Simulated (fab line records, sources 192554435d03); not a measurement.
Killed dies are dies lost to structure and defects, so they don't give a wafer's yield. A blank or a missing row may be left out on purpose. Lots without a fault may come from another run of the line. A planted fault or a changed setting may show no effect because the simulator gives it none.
One fault seen from 2 desks | flow n5_finfet | each desk has only its own numbers; what lay behind them comes last

THE TOOL OWNER'S DESK: litho_track-02
The tool's own readings at N5_BEOL_M0_SAQP_COAT_69 (time 60 s, resist thk 90 nm): means of the sampled wafers that have a number, for each lot that ran on this tool. A lot is out of limits, marked OUT, if its mean lies more than 4 standard deviations from the usual mean; the brackets give that distance.
Columns: A = spin_speed_rpm at N5_BEOL_M0_SAQP_COAT_69, usual 1500.1 rpm
lot  | first seen here | A
L408 | day 6 22:14     | 1500.1
L409 | day 7 03:20     | 1499.2
L414 | day 8 13:07     | 1499.9
L419 | day 9 14:28     | 1541.8 (+45) OUT
L420 | day 9 18:47     | 1543.7 (+47) OUT
This desk's finding: out of limits on L419, L420; first on L419, day 9 14:28 (spin_speed_rpm at N5_BEOL_M0_SAQP_COAT_69). In limits: L408, L409, L414.

THE METROLOGY DESK
What the gauges read, lot by lot, whatever tool the lot ran on: means of the sampled wafers that have a number. A lot is out of limits, marked OUT, if its mean lies more than 4 standard deviations from the usual mean; the brackets give that distance. Of its 10 readings 7 are shown: those that lie furthest out on some lot.
Columns: A = DIBL_N at N5_BEOL_M4_RC_MEAS_101, usual 36.4 mV/V; B = DIBL_P at N5_BEOL_M4_RC_MEAS_101, usual 36.3 mV/V; C = IOFF_N at N5_BEOL_M4_RC_MEAS_101, usual 0.163 nA/um; D = ION_P at N5_BEOL_M4_RC_MEAS_101, usual 461 uA/um; E = SS_P at N5_BEOL_M4_RC_MEAS_101, usual 73.3 mV/dec; F = VT_N at N5_BEOL_M4_RC_MEAS_101, usual 249.4 mV; G = VT_P at N5_BEOL_M4_RC_MEAS_101, usual -250 mV
lot  | first seen here | A    | B    | C     | D   | E    | F     | G
L405 | day 8 07:10     | 37.3 | 37.9 | 0.173 | 459 | 73.7 | 247.3 | -247
L409 | day 9 07:05     | 37.1 | 36.2 | 0.166 | 467 | 73.1 | 249.7 | -246
L408 | day 9 09:47     | 38.0 | 38.9 | 0.199 | 462 | 74.1 | 247.2 | -250
L414 | day 10 12:55    | 35.5 | 34.7 | 0.145 | 461 | 73.1 | 249.0 | -253
L419 | day 11 21:12    | 36.1 | 34.4 | 0.145 | 451 | 73.1 | 253.0 | -252
L420 | day 12 02:36    | 35.5 | 36.3 | 0.158 | 465 | 72.7 | 248.5 | -250
L423 | day 12 22:25    | 38.9 | 38.1 | 0.186 | 463 | 73.6 | 249.6 | -246
L424 | day 13 15:14    | 35.4 | 35.0 | 0.142 | 457 | 72.8 | 250.0 | -249
L426 | day 13 18:05    | 38.1 | 36.0 | 0.174 | 463 | 73.1 | 249.6 | -245
This desk's finding: nothing out of limits on any of the 9 lots.

PUT TOGETHER
The tool owner's desk could have raised an alarm at day 9 14:28, on L419, L420.
The metrology desk saw nothing out of limits.
The metrology desk has L419, L420 on record, within its limits.
Of the lots named, all ran N5_BEOL_M0_SAQP_COAT_69 on litho_track-02.

WHAT THE SIMULATOR HAD PUT IN
Process parameter drift: litho_track-02, from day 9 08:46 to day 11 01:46, at N5_BEOL_M0_SAQP_COAT_69. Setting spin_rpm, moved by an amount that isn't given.
Lots struck among those shown: L419, L420.
Hours from the fault's start to each desk's first reading out of limits: the tool owner's desk, 6.
